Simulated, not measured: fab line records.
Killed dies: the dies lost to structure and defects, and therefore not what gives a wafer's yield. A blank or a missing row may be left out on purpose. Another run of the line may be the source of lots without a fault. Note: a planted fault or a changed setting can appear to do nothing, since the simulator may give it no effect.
The tool behind it: which one? -- flow n5_finfet -- Sampling: 12 lots, 36 wafers, 4 of 1938 route steps

## WHAT EACH GAUGE READ, for each wafer
N5_BEOL_M12_OCD_MEAS_35.
lot,measured,on,trench_depth_nm (nm)
L076,day 10 22:13,ocd-02,315 319 314
L077,day 11 21:48,ocd-02,321 323 321
L079,day 12 15:36,ocd-01,320 322 315
L083,day 13 11:40,ocd-01,318 328 313
L084,day 13 17:29,ocd-01,318 324 324
L085,day 14 04:20,ocd-01,315 322 317
L087,day 14 20:37,ocd-01,321 321 326
L090,day 15 09:28,ocd-02,319 321 332
L091,day 15 13:29,ocd-02,320 319 321
L094,day 15 18:49,ocd-02,315 328 314
L092,day 15 22:29,ocd-02,332 316 316
L097,day 17 14:25,ocd-02,319 327 322

## EACH LOT AND THE TOOL THAT RAN IT (in order: tool; ch and the chambers of the sampled wafers; start)
lot,N5_BEOL_M12_ILD_DEP_00,N5_BEOL_M12_STRIP_64,N5_BEOL_M12_ETCH_67
L076,"pecvd-01 ch 0,1,2, day 10 20:01","plasma_asher-02 ch 0,1, day 10 21:01","rie_diel-01 ch 1,2,3, day 10 21:44"
L077,"pecvd-03 ch 0,1,2, day 11 19:46","plasma_asher-01 ch 0,1, day 11 20:41","rie_diel-06 ch 0,3, day 11 21:19"
L079,"pecvd-03 ch 0,2, day 12 13:17","plasma_asher-02 ch 0,1, day 12 14:24","rie_diel-01 ch 0,2, day 12 15:07"
L083,"pecvd-01 ch 0,2, day 13 09:33","plasma_asher-01 ch 0,1, day 13 10:28","rie_diel-02 ch 0,1,2, day 13 11:11"
L084,"pecvd-02 ch 0,1,2, day 13 15:32","plasma_asher-01 ch 0,1, day 13 16:25","rie_diel-01 ch 0,1, day 13 17:01"
L085,"pecvd-01 ch 0,1, day 14 02:11","plasma_asher-01 ch 0,1, day 14 03:11","rie_diel-01 ch 0,1,3, day 14 03:51"
L087,"pecvd-03 ch 0,1,2, day 14 18:42","plasma_asher-01 ch 0,1, day 14 19:32","rie_diel-06 ch 0,2,3, day 14 20:11"
L090,"pecvd-03 ch 0,2, day 15 07:31","plasma_asher-02 ch 0,1, day 15 08:23","rie_diel-06 ch 1,2,3, day 15 08:58"
L091,"pecvd-01 ch 0,2, day 15 11:08","plasma_asher-01 ch 0,1, day 15 12:08","rie_diel-01 ch 1,3, day 15 13:00"
L094,"pecvd-02 ch 0,1, day 15 16:42","plasma_asher-01 ch 0,1, day 15 17:44","rie_diel-02 ch 0,1,3, day 15 18:20"
L092,"pecvd-03 ch 0,1,2, day 15 20:17","plasma_asher-02 ch 0,1, day 15 21:17","rie_diel-02 ch 0,1,3, day 15 22:00"
L097,"pecvd-01 ch 0,2, day 17 11:49","plasma_asher-02 ch 0,1, day 17 12:49","rie_diel-06 ch 0,1,3, day 17 13:56"
- N5_BEOL_M12_ILD_DEP_00: deposits SiOC from DEMS/O2, target thk 658.92 nm, time 130.7 s.
- N5_BEOL_M12_STRIP_64: strips in N2/H2.
- N5_BEOL_M12_ETCH_67: etches SiARC in CF4, target depth 143 nm, time 238.3 s.

## THE ANSWER, worked out from the rows above alone
Rule: the lots themselves supply what counts as usual. The widest of any qualifying gaps counts: lots, ordered by their means at a reading, are off when they make up no more than a third of the lots, leave a main group of 4 or more, and stand apart from it by 3 or more times the standard deviation of that group's means. A main group whose means are all the same, to the digits that the tables above print for the reading, isn't used. A lot without any number at a reading at which 4 lots or more have one is off too. Any other lot the step has rows for is counted as sound.
Nothing can be told from this: no lot is off at any reading shown.

## WHAT THE SIMULATOR HAD PUT IN
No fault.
